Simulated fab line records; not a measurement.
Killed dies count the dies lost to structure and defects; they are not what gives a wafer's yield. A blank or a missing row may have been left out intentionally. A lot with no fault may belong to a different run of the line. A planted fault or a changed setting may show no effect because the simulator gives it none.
Lot-split experiment | flow n5-finfet | 7 lots, 21 wafers read, on a route of 1938 steps

## THE SPLIT ITSELF
At N5_PMOS_HMC_CHANNEL_EPI_EXPOSE_06 (exposes mask PMOS HMC BLK, target cd 240 nm), the setting dose-mj was moved away from the recipe's 41 on 12 of the 21 wafers read, by -4.9% to +5.5%. All remaining wafers had this setting at the recipe value.

## FROM THE SPLIT TO THE READING: what the file shows between them, 2 steps
- N5_PMOS_HMC_CHANNEL_EPI_PEB_07: peb time 60 s
- N5_PMOS_HMC_CHANNEL_EPI_DEVELOP_08: develop time 30 s

## THE READING
cd-nm at N5_PMOS_HMC_CHANNEL_EPI_CD_MEAS_09, given in nm (cd target 237.4 nm). Fault-free wafers of this fab line usually give 236.9 nm, standard deviation 0.91 nm.

wafer  | tool, chamber at the split | dose-mj as run | against the recipe | cd-nm, nm | against lot-mates on the recipe
L075.1 | arfi-scanner-01, 0         | 38.99          | -4.9%              | 232.8     | -3.3
L075.3 | arfi-scanner-01, 0         | 41             | recipe             | 236.2     | -
L075.6 | arfi-scanner-01, 0         | 41             | recipe             | 236.1     | -
L077.1 | arfi-scanner-02, 0         | 42.67          | +4.1%              | 241.5     | +4.6
L077.2 | arfi-scanner-02, 0         | 41             | recipe             | 236.9     | -
L077.5 | arfi-scanner-02, 0         | 42.67          | +4.1%              | 240.1     | +3.2
L078.2 | arfi-scanner-03, 0         | 41             | recipe             | 236.5     | -
L078.3 | arfi-scanner-03, 0         | 42.67          | +4.1%              | 239.9     | +3.4
L078.4 | arfi-scanner-03, 0         | 42.67          | +4.1%              | 239.5     | +3.0
L081.2 | arfi-scanner-01, 0         | 39.36          | -4.0%              | 235.0     | no lot-mate on the recipe
L081.3 | arfi-scanner-01, 0         | 39.36          | -4.0%              | 235.9     | no lot-mate on the recipe
L081.5 | arfi-scanner-01, 0         | 39.36          | -4.0%              | 234.8     | no lot-mate on the recipe
L090.4 | arfi-scanner-03, 0         | 41             | recipe             | 234.7     | -
L090.5 | arfi-scanner-03, 0         | 41             | recipe             | 236.5     | -
L090.6 | arfi-scanner-03, 0         | 43.26          | +5.5%              | 240.5     | +4.9
L091.2 | arfi-scanner-03, 0         | 41             | recipe             | 237.0     | -
L091.5 | arfi-scanner-03, 0         | 41             | recipe             | 237.4     | -
L091.6 | arfi-scanner-03, 0         | 41             | recipe             | 236.6     | -
L092.2 | arfi-scanner-03, 0         | 42.24          | +3.0%              | 238.6     | no lot-mate on the recipe
L092.3 | arfi-scanner-03, 0         | 42.24          | +3.0%              | 238.3     | no lot-mate on the recipe
L092.6 | arfi-scanner-03, 0         | 42.24          | +3.0%              | 238.7     | no lot-mate on the recipe

THE FIT
A straight line over all 21 wafers: cd-nm changes by +0.661 nm for each +1% of dose-mj; r = +0.92; the points scatter about the line by 0.9 nm.
The same after taking each lot's own level away (the mean of its wafers on the recipe; 15 wafers): +0.821 nm for each +1%; r = +0.97; scatter 0.56 nm.
According to that fit, moving dose-mj by its largest amount changes the reading by 4.5 nm.
Measured against the standard deviation above, the lots' own levels, which go from 235.60 to 237.00 nm, span 1.5 times it.
Hence the slope depends on the lot-to-lot level, as the two fits are not the same.
Check: +4.56 nm against its lot-mates is what the line predicts for one of the wafers moved furthest among these (+5.5%) when that wafer is left out of the fit. It came out at +4.9 nm against them.

## FURTHER SPLITS ON THESE WAFERS
Other splits were also applied to these wafers ahead of the reading. Each is held against what the fit with the lots' levels taken away leaves over:
other split on the same wafers           | wafers away from the commonest value | r with cd-nm (lot level and that fit taken away)
N5_PMOS_HMC_CHANNEL_EPI_COAT_03 spin-rpm | 7                                    | -0.18

## THE WHOLE CHAIN: every reading that the file lists as answering this split, in the file's order
step                               | what it does                                                           | reading                                                                     | change (the file's fit)               | r (the file's)
N5_PMOS_HMC_CHANNEL_EPI_CD_MEAS_09 | target cd 237.4 nm                                                     | cd-nm                                                                       | +0.827 nm for each +1% of the setting | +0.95
N5_PMOS_HMC_CHANNEL_EPI_DESCUM_14  | chemistry O2, time 7.9 s                                               | PMOS_HMC_CHANNEL_EPI.cd-nm (the simulator's own value, which no gauge read) | +0.872 nm for each +1% of the setting | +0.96
N5_PMOS_HMC_CHANNEL_EPI_ETCH_32    | etches BARC in N2/H2, stops on SiO2, target depth 85.8 nm, time 50.3 s | PMOS_HMC_CHANNEL_EPI.cd-nm (the simulator's own value, which no gauge read) | +0.794 nm for each +1% of the setting | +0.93
N5_PMOS_HMC_CHANNEL_EPI_ETCH_38    | etches SiO2 in CF4, target depth 1.5 nm                                | PMOS_HMC_CHANNEL_EPI.cd-nm (the simulator's own value, which no gauge read) | +0.797 nm for each +1% of the setting | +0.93

## THE FILE'S OWN FIT
cd-nm changes by +0.827 nm for each +1% of dose-mj, r = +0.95.
